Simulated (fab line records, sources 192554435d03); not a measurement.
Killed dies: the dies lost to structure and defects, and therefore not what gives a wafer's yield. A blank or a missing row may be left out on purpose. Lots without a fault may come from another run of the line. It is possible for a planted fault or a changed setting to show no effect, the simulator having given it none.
Split-lot trial -- flow n5-finfet -- route with 1938 steps; 7 lots, 21 wafers read

THE SPLIT ITSELF
At N5_HKMG_FIN_COAT_06 (resist thk 90 nm), the setting spin-rpm was moved away from the recipe's 1500 rpm on 6 of the 21 wafers read, by +4.0% to +10.2%. For the rest of the wafers, this setting stayed at what the recipe calls for.

The reading comes from the split's own step.

THE READING
CAR-ArF_of_HKMG_FIN_COAT_06.thk-nm (the simulator's own value, which no gauge read), in nm, at N5_HKMG_FIN_COAT_06 (resist thk 90 nm). There is no usual value for it anywhere in the file. Average 89.9 nm, standard deviation 0.25 nm, over the 15 wafers here run with the recipe.

wafer,"tool, chamber at the split","spin-rpm as run, rpm",against the recipe,"CAR-ArF_of_HKMG_FIN_COAT_06.thk-nm, nm",against lot-mates on the recipe
L079.1,"litho-track-05, 0",1500,recipe,89.6,-
L079.3,"litho-track-05, 0",1500,recipe,89.6,-
L079.6,"litho-track-05, 0",1500,recipe,89.8,-
L080.1,"litho-track-01, 0",1500,recipe,89.8,-
L080.3,"litho-track-01, 0",1500,recipe,90,-
L080.5,"litho-track-01, 0",1606,+7.1%,86.8,-3.1
L090.2,"litho-track-05, 0",1500,recipe,90,-
L090.3,"litho-track-05, 0",1581,+5.4%,87.8,-2.2
L090.4,"litho-track-05, 0",1581,+5.4%,87.8,-2.2
L093.1,"litho-track-05, 0",1500,recipe,89.8,-
L093.2,"litho-track-05, 0",1500,recipe,89.6,-
L093.4,"litho-track-05, 0",1500,recipe,89.6,-
L095.3,"litho-track-02, 0",1653,+10.2%,86.4,-4.0
L095.5,"litho-track-02, 0",1500,recipe,90.4,-
L095.6,"litho-track-02, 0",1653,+10.2%,86.2,-4.2
L096.1,"litho-track-05, 0",1500,recipe,90,-
L096.3,"litho-track-05, 0",1500,recipe,89.8,-
L096.5,"litho-track-05, 0",1500,recipe,90.4,-
L097.3,"litho-track-01, 0",1500,recipe,90,-
L097.5,"litho-track-01, 0",1500,recipe,90,-
L097.6,"litho-track-01, 0",1560,+4.0%,88.4,-1.6

THE FIT
A straight line over all 21 wafers: CAR-ArF_of_HKMG_FIN_COAT_06.thk-nm changes by -0.371 nm for each +1% of spin-rpm; r = -0.98; the points scatter about the line by 0.26 nm.
The same after taking each lot's own level away (the mean of its wafers on the recipe; 21 wafers): -0.408 nm for each +1%; r = -1.00; scatter 0.13 nm.
The reading moves by 4.2 nm for the largest change in spin-rpm, on that fit.
Across the lots, their own levels run from 89.67 to 90.40 nm, a range of 2.9 times the standard deviation given above.
Hence the lot-to-lot level has little effect on the slope; both slopes agree.
Check: with one of the wafers moved furthest among these (+10.2%) left out of the fit, the line predicts -4.24 nm for it against its lot-mates. Against them it came out at -4 nm.

ADDITIONAL SPLITS CARRIED BY THESE WAFERS
Other splits were also applied to these wafers ahead of the reading. Each is held against what the fit with the lots' levels taken away leaves over:
other split on the same wafers,wafers away from the commonest value,r with CAR-ArF_of_HKMG_FIN_COAT_06.thk-nm (lot level and that fit taken away)
N5_ZERO_LAYER_PECVD_02 time-s,6,-0.25
N5_WELL_APT_EXPOSE_05 dose-mj,6,-0.38
N5_WELL_APT_PEB_06 peb-time-s,10,-0.10
N5_FIN_SAQP_PEB_14 peb-time-s,7,+0.10
N5_DUMMY_GATE_ETCH_32 time-s,8,-0.10
N5_SD_EPI_N_EPI_21 time-s,8,+0.24
N5_SD_EPI_P_EPI_21 epi-growth-time-s,6,+0.05
N5_SD_ACTIVATION_LSA_01 temp-c,8,+0.02

THE FILE'S OWN FIT
CAR-ArF_of_HKMG_FIN_COAT_06.thk-nm changes by -0.412 nm for each +1% of spin-rpm, r = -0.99.
